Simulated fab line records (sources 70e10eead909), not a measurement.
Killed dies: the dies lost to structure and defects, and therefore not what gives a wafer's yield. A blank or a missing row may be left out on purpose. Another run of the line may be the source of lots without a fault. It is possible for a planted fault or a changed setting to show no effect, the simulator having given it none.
Which of the tools did it? | flow nand-harc | 11 lots, 33 wafers sampled, at 4 steps of a route of 1302

## WHAT THE GAUGES SHOWED, per wafer
NHARC_A_BLC_CD_MEAS_10: the cd target is 100 nm.
lot  | measured     | on        | cd-nm (nm)
L983 | day 24 00:55 | cd-sem-01 | 100.5 99.9 99.7
L986 | day 24 10:31 | cd-sem-03 | 99.7 99.6 99.7
L985 | day 25 19:52 | cd-sem-03 | 100.1 99.3 99.6
L988 | day 26 13:16 | cd-sem-02 | 99.8 99.3 98.8
L993 | day 28 07:07 | cd-sem-01 | 100.0 98.9 99.6
L995 | day 29 01:06 | cd-sem-02 | 99.3 100.0 98.9
L997 | day 29 09:16 | cd-sem-01 | 99.8 99.1 98.2
L998 | day 29 11:04 | cd-sem-01 | 100.2 99.8 99.1
L100 | day 31 08:35 | cd-sem-01 | 99.5 99.4 99.6
L102 | day 31 14:43 | cd-sem-03 | 99.5 99.5 99.6
L101 | day 31 23:36 | cd-sem-02 | 99.1 99.2 100.0

NHARC_A_M0_CD_MEAS_09: the cd target is 80 nm.
lot  | measured     | on        | cd-nm (nm)
L983 | day 24 05:16 | cd-sem-01 | 80.4 80.0 81.3
L986 | day 24 14:25 | cd-sem-02 | 80.3 81.1 81.2
L985 | day 25 23:53 | cd-sem-01 | 77.2 80.3 77.6
L988 | day 26 17:16 | cd-sem-01 | 76.5 75.9 79.4
L993 | day 28 11:10 | cd-sem-02 | 79.0 79.6 78.1
L995 | day 29 05:00 | cd-sem-01 | 79.5 79.7 79.6
L997 | day 29 13:17 | cd-sem-01 | 80.2 80.1 80.2
L998 | day 29 15:13 | cd-sem-03 | 79.6 80.5 80.0
L100 | day 31 12:40 | cd-sem-02 | 80.1 80.1 81.6
L102 | day 31 18:53 | cd-sem-01 | 79.9 79.8 80.6
L101 | day 32 03:31 | cd-sem-02 | 79.2 81.4 81.1

## WHICH TOOL RAN EACH LOT (tool, then ch and the chambers of the sampled wafers, then the start)
lot  | NHARC_A_BLC_DESCUM_15              | NHARC_A_M0_PEB_07
L983 | rie-diel-06 ch 0,2,3, day 24 01:08 | litho-track-06 ch 0, day 24 05:11
L986 | rie-diel-11 ch 0,2, day 24 10:43   | litho-track-06 ch 0, day 24 14:20
L985 | rie-diel-06 ch 2,3, day 25 20:04   | litho-track-06 ch 0, day 25 23:49
L988 | rie-diel-09 ch 0,1,2, day 26 13:26 | litho-track-06 ch 0, day 26 17:12
L993 | rie-diel-11 ch 0,1,3, day 28 07:19 | litho-track-04 ch 0, day 28 11:05
L995 | rie-diel-06 ch 0,1,2, day 29 01:18 | litho-track-04 ch 0, day 29 04:55
L997 | rie-diel-11 ch 0,2,3, day 29 09:28 | litho-track-06 ch 0, day 29 13:13
L998 | rie-diel-06 ch 0,1, day 29 11:16   | litho-track-01 ch 0, day 29 15:08
L100 | rie-diel-11 ch 0,1,3, day 31 08:47 | litho-track-06 ch 0, day 31 12:35
L102 | rie-diel-06 ch 1,2, day 31 14:54   | litho-track-01 ch 0, day 31 18:48
L101 | rie-diel-11 ch 1,2,3, day 31 23:47 | litho-track-01 ch 0, day 32 03:26
- NHARC_A_BLC_DESCUM_15: chemistry O2, time 3 s.
- NHARC_A_M0_PEB_07: peb time 65 s.

## WHAT THE TOOLS THEMSELVES READ (means of the sampled wafers that have a number; where no wafer has one, the mark that the record gives instead)
NHARC_A_BLC_DESCUM_15.
lot  | tool        | drypump-motor-current-A (A) | o2-flow-sccm (sccm) | oes-product-au (a.u.) | rf-vpp-V (V) | showerhead-plenum-p-Torr (Torr) | throttle-valve-pct (%)
L983 | rie-diel-06 | 6.1                         | 200.2               | 0.995                 | 58.3         | 1.86                            | 11.316
L986 | rie-diel-11 | 5.9                         | 200.5               | 0.981                 | 58.5         | 1.96                            | 11.315
L985 | rie-diel-06 | 6.3                         | 199.9               | 0.996                 | 57.1         | 1.86                            | 11.316
L988 | rie-diel-09 | 5.8                         | 200.1               | 0.996                 | 57.6         | 1.85                            | 11.309
L993 | rie-diel-11 | 5.7                         | 200.5               | 0.997                 | 57.6         | 1.95                            | 11.318
L995 | rie-diel-06 | 5.8                         | 199.5               | 1.005                 | 58.0         | 1.90                            | 11.309
L997 | rie-diel-11 | 5.9                         | 200.0               | 0.994                 | 58.4         | 1.90                            | 11.307
L998 | rie-diel-06 | 5.8                         | 198.8               | 1.001                 | 57.9         | 1.92                            | 11.321
L100 | rie-diel-11 | 5.8                         | 200.3               | 0.996                 | 57.8         | 1.95                            | 11.300
L102 | rie-diel-06 | 5.7                         | 199.9               | 1.008                 | 57.6         | 1.88                            | 11.302
L101 | rie-diel-11 | 5.9                         | 200.1               | 1.003                 | 58.0         | 1.87                            | 11.312

NHARC_A_M0_PEB_07.
lot  | tool           | heater-power-total-W (W)
L983 | litho-track-06 | 156.6
L986 | litho-track-06 | 156.6
L985 | litho-track-06 | 161.3
L988 | litho-track-06 | 161.5
L993 | litho-track-04 | 156.9
L995 | litho-track-04 | 156.7
L997 | litho-track-06 | 156.7
L998 | litho-track-01 | 156.3
L100 | litho-track-06 | 156.7
L102 | litho-track-01 | 156.4
L101 | litho-track-01 | 156.6

## THE ANSWER, worked out from the rows above alone
Rule: usual is defined by the lots themselves. The widest of any qualifying gaps counts: lots, ordered by their means at a reading, are off when they make up no more than a third of the lots, leave a main group of 4 or more, and stand apart from it by 3 or more times the standard deviation of that group's means. If all means in a main group match to the digits the tables above print for the reading, that group is not used. Also off: a lot with no number at a reading for which 4 or more lots have one. Where the step has rows for the other lots, those lots are counted as sound. First the gauges in route order, then the tools' own readings, where a lot's mean is used as printed above. The first step at which some lot is off is used, and at that step the reading that is off furthest; a lot without a number counts as furthest.
Off: L985, L988, at NHARC_A_M0_PEB_07 (heater-power-total-W). The main group: mean 156.6 W, standard deviation 0.17.
If a tool, at that step or one of the process steps before it, ran each lot that is off and ran no sound lot following the first of them, it fits. Not one of the candidates tried fits.

## WHAT THE SIMULATOR HAD PUT IN
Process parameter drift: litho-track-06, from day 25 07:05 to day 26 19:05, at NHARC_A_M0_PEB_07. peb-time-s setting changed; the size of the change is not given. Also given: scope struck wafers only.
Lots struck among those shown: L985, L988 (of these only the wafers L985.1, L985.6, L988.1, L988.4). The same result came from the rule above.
